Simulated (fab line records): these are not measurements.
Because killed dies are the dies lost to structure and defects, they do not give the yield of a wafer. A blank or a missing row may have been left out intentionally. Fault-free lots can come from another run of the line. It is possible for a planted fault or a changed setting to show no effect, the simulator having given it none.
Chamber matching	flow nand harc	NHARC_P_CONTACT_CMP_24 on cmp-04: 4 sister chambers
The step polishes, t overpolish 30 s, target thk 200 nm. 16 wafers are shown with their chamber, then 8 later ones without.

## WAFERS WITH THEIR CHAMBER
wafer	chamber	motor current A (A)	time to endpoint s (s)	overpolish run s (s)
L237.1	1	11.4	38.0	30.010
L237.2	0	12.7	35.7	29.990
L237.3	2	12.3	36.1	29.978
L239.1	3	14.5	36.5	29.995
L239.4	0	13.7	37.0	29.999
L239.6	1	11.2	37.6	30.012
L245.1	2	12.2	40.0	29.999
L245.3	0	13.2	39.6	29.994
L245.5	3	14.3	38.6	30.004
L252.3	3	14.5	38.3	29.991
L252.5	2	11.6	42.1	29.999
L252.6	1	11.1	42.6	29.995
L256.2	1	11.1	41.2	29.995
L256.3	3	14.4	37.8	29.996
L256.6	3	14.3	37.2	29.989
L257.2	3	13.5	36.1	30.008

SIGNATURES (means of the wafers above)
reading	chamber 0	chamber 1	chamber 2	chamber 3	scatter within a chamber
motor current A	13.200	11.200	12.033	14.250	0.361
time to endpoint s	37.433	39.850	39.400	37.417	2.03
overpolish run s	29.99433	30.00300	29.99200	29.99717	0.0085
Rule: distance of a wafer from a chamber = root of the sum over the readings of ((wafer's reading minus chamber's mean) / reading's scatter) squared. The wafer belongs to the nearest chamber; if the next one is less than 2 further off, it can't be placed. The scatter: take each reading less its chamber's mean, square it, sum over the shown wafers, divide by the number of wafers less the number of chambers, and take the root.

## WAFERS MISSING THEIR CHAMBER
wafer	motor current A (A)	time to endpoint s (s)	overpolish run s (s)
L257.3	13.0	41.0	30.006
L257.5	14.4	38.1	29.992
L259.4	12.5	40.6	30.000
L259.5	13.2	41.9	30.001
L259.6	13.8	38.9	30.012
L260.1	12.2	41.3	30.004
L260.2	14.2	37.7	29.988
L260.5	11.0	43.6	30.000

## CHAMBER TAKEN BY EACH
wafer	from the rows above	in truth
L257.3	can't be placed: 0 or 2 or 3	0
L257.5	3	3
L259.4	can't be placed: 2 or 0 or 1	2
L259.5	can't be placed: 0 or 2 or 3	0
L259.6	can't be placed: 3 or 0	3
L260.1	can't be placed: 2 or 1 or 0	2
L260.2	can't be placed: 3 or 0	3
L260.5	can't be placed: 1 or 2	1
1 of 8 placed correctly. Can't be placed from these rows: 7 (the true chamber is among the candidates in 7). Wrongly placed: 0.
